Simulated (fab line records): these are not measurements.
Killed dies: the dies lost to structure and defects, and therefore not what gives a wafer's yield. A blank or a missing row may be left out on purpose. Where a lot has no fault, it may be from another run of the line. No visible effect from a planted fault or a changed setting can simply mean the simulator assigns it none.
A lot that was struck, set against a sound lot ; flow n5-finfet ; 40 out of 1938 route steps
Sound: these wafers, L490.4, L490.5, L490.6. Struck: wafer L479.4. (L479.1 of the same lot was not struck and is left out.) The cause comes at the end.
Order at every step that has rows: each side's tool, ch and its chambers, its first start. Under that, the readings that differ: sound wafers ; struck wafers ; difference of the means ; sigmas: that difference in standard deviations of wafers without a fault.
alike: same words and numbers on both sides, and readings whose means sit less than 2 such deviations apart. not compared: any withheld reading, any reading some wafer has no value for, any bound like >300 that may hide the same value, and any number with overlapping values for which the record gives no deviation.
The two part at a step that has a row with sigmas, a row that says differs or no value, or rows on one side only. When numbers do not overlap yet have no deviation, they are printed without sigmas and do not part them. A reading missing from all wafers of one side parts the sides only when that side holds two or more wafers.

first, 9 steps without rows for these wafers: N5_BEOL_M4_ANNEAL_95 (time 240 s); N5_BEOL_M4_SPUTTER_96 (material Cu, target thk 4.5 nm, time 8.29 s); N5_BEOL_M4_ECD_50 (material Cu, target thk 300 nm); N5_BEOL_M4_ANNEAL_51 (time 90 s); N5_BEOL_M4_CMP_52 (polishes, stops on SiOC, t overpolish 6.8 s, target thk 40 nm); N5_BEOL_M4_PRE_CLEAN_60 (time 15 s); N5_BEOL_M4_CO_CAP_55 (material Co, precursor CCTBA/H2, target thk 2 nm, time 102.1 s); N5_BEOL_M4_PRE_CLEAN_56 (time 15 s); N5_BEOL_M4_DEP_57 (deposits SiCN from 3MS/NH3, target thk 8 nm, time 14 s).
N5_BEOL_M4_RC_MEAS_101:
  sound on prober-02 ch 0, day 15 22:20; struck on prober-02 ch 0, day 12 23:37
reading;sound;struck;difference;sigmas
VT_P (mV);-244 -247 -243;-254;-9;-3
  alike: DIBL_N, DIBL_P, IOFF_N, IOFF_P, ION_N, ION_P, SS_N, SS_P, VT_N
then, 24 steps without rows for these wafers: N5_BEOL_M5_ILD_DEP_00 (deposits SiCOH lowk from DEMS/porogen, target thk 140.64 nm, time 25.9 s); N5_BEOL_M5_CURE_79 (cures SiCOH lowk, time 240 s); N5_BEOL_M5_PECVD_70 (deposits SiO2 from TEOS/O2, target thk 16 nm, time 18 s); N5_BEOL_M5_HM_DEP_02 (deposits TiN, target thk 20 nm); N5_BEOL_M5_COAT_59 (time 60 s, resist thk 60 nm); N5_BEOL_M5_COAT_60 (time 60 s, resist thk 12 nm); N5_BEOL_M5_COAT_71 (time 60 s, resist thk 5 nm); N5_BEOL_M5_COAT_05 (resist thk 30 nm); N5_BEOL_M5_EBR_07; N5_BEOL_M5_SOFTBAKE_06 (time 60 s); N5_BEOL_M5_EXPOSE_08 (exposes mask M5, target cd 28 nm); N5_BEOL_M5_PEB_09 (peb time 60 s); N5_BEOL_M5_DEVELOP_10 (develop time 30 s); N5_BEOL_M5_DESCUM_16 (chemistry O2, time 7 s); N5_BEOL_M5_ETCH_72 (etches underlayer in N2/H2, target depth 6.5 nm, time 5.2 s); N5_BEOL_M5_ETCH_61 (etches SiARC in CF4, target depth 15.6 nm, time 26 s); N5_BEOL_M5_ETCH_62 (etches SOC in N2/H2, target depth 75 nm, overetch 15 nm, time 112.5 s); N5_BEOL_M5_STRIP_63 (strips in N2/H2); N5_BEOL_M5_STRIP_73 (strips in N2/H2); N5_BEOL_M5_STRIP_64 (strips in CF4); N5_BEOL_M5_HM_OPEN_17 (chemistry Cl2/BCl3, target TiN, target depth 20 nm, overetch 6 nm); N5_BEOL_M5_STRIP_19 (strips in O2); N5_BEOL_M5_COAT_65 (time 60 s, resist thk 60 nm); N5_BEOL_M5_COAT_66 (time 60 s, resist thk 12 nm).
-- a jump in the record: the struck wafers' starts before and after are 2 days apart (it breaks off in module BEOL_M5 and resumes in module BEOL_M11, where the first step shown is number 1554 of the route) --
N5_BEOL_M11_ETCH_62: etches SOC in N2/H2, target depth 110 nm, overetch 22 nm, time 165 s.
  sound on rie-diel-05 ch 0,2,3, day 18 04:04; struck on rie-diel-02 ch 3, day 15 04:50
reading;sound;struck;difference;sigmas
oes-product-au (a.u.);0.71 0.60 0.78;0.50;-0.20;-3
model.etch.depth-nm (nm);100.3 100.2 100;70.01;-30.16;
model.SiARC_of_BEOL_M11_COAT_60.thk-nm (nm);23.6 23.4 23.6;26.6;+3.1;
model.BEOL_M11.cd-offset-nm (nm);-0.2 -0.2 -0.2;-1.2;-1.0;
  alike: drypump-motor-current-A, rf-vpp-V, showerhead-plenum-p-Torr, temp-c, throttle-valve-pct
  not compared: rf-hours-counter-h
N5_BEOL_M11_HM_OPEN_17: chemistry Cl2/BCl3, target TiN, target depth 20 nm, overetch 6 nm.
  sound on rie-metal-02 ch 0,1, day 18 04:17; struck on rie-metal-01 ch 1, day 15 05:02
reading;sound;struck;difference;sigmas
oes-product-au (a.u.);0.75 0.76 0.67;0.28;-0.45;-7
model.BEOL_M11.cd-offset-nm (nm);-0.4 -0.2 -0.2;-1.4;-1.1;
  alike: drypump-motor-current-A, he-backside-leak-sccm, throttle-valve-pct
  not compared: rf-hours-counter-h
N5_BEOL_M11_CD_MEAS_18: pitch 140 nm, target cd 70 nm.
  sound on cd-sem-03 at day 18 04:26; struck on cd-sem-03 at day 15 05:13
  not compared: cd-nm
N5_BEOL_M11_VIA_ETCH_34: etches SiCOH lowk in C4F6/O2, target depth 184.5 nm, time 69.2 s.
  sound on rie-diel-02 ch 0,1, day 18 05:43; struck on rie-diel-02 ch 0, day 15 06:36
reading;sound;struck;difference;sigmas
oes-product-au (a.u.);0.87 0.70 0.87;0.33;-0.48;-5
  alike: drypump-motor-current-A, rf-vpp-V, showerhead-plenum-p-Torr, throttle-valve-pct
  not compared: rf-hours-counter-h
N5_BEOL_M11_OCD_MEAS_38:
  sound on ocd-02 at day 18 06:01; struck on ocd-01 at day 15 06:53
  not compared: trench-depth-nm
N5_PASSIVATION_PROBE_49:
  sound on prober-02 at day 20 07:39; struck on prober-02 at day 17 01:17
reading;sound;struck;difference;sigmas
defect-limited-yield (%);91.4 91.9 90.3;0;-91;-70
killed_at_M4_up;10 21 27;1101;+1082;+99 or more
killed-dies;102 95 115;1180;+1076;+72
killed-on-rim;14 8 16;152;+139;+38
sort_bin_5_function (%);4.2 4.7 5.8;96.4;+91.5;+99 or more
sort-n-pass;1078 1085 1065;0;-1076;-72
sort-yield-pct (%);91.4 91.9 90.3;0;-91;-70
  alike: killed_at_M0_to_M3, killed-at-contacts, killed-at-front-end, killed-at-other, killed-open, killed-short, sort_bin_6_memory

== WHERE THEY PART ==
Last at N5_PASSIVATION_PROBE_49 as far as this record goes, first at N5_BEOL_M4_RC_MEAS_101.

WHY: what had been put in by the simulator
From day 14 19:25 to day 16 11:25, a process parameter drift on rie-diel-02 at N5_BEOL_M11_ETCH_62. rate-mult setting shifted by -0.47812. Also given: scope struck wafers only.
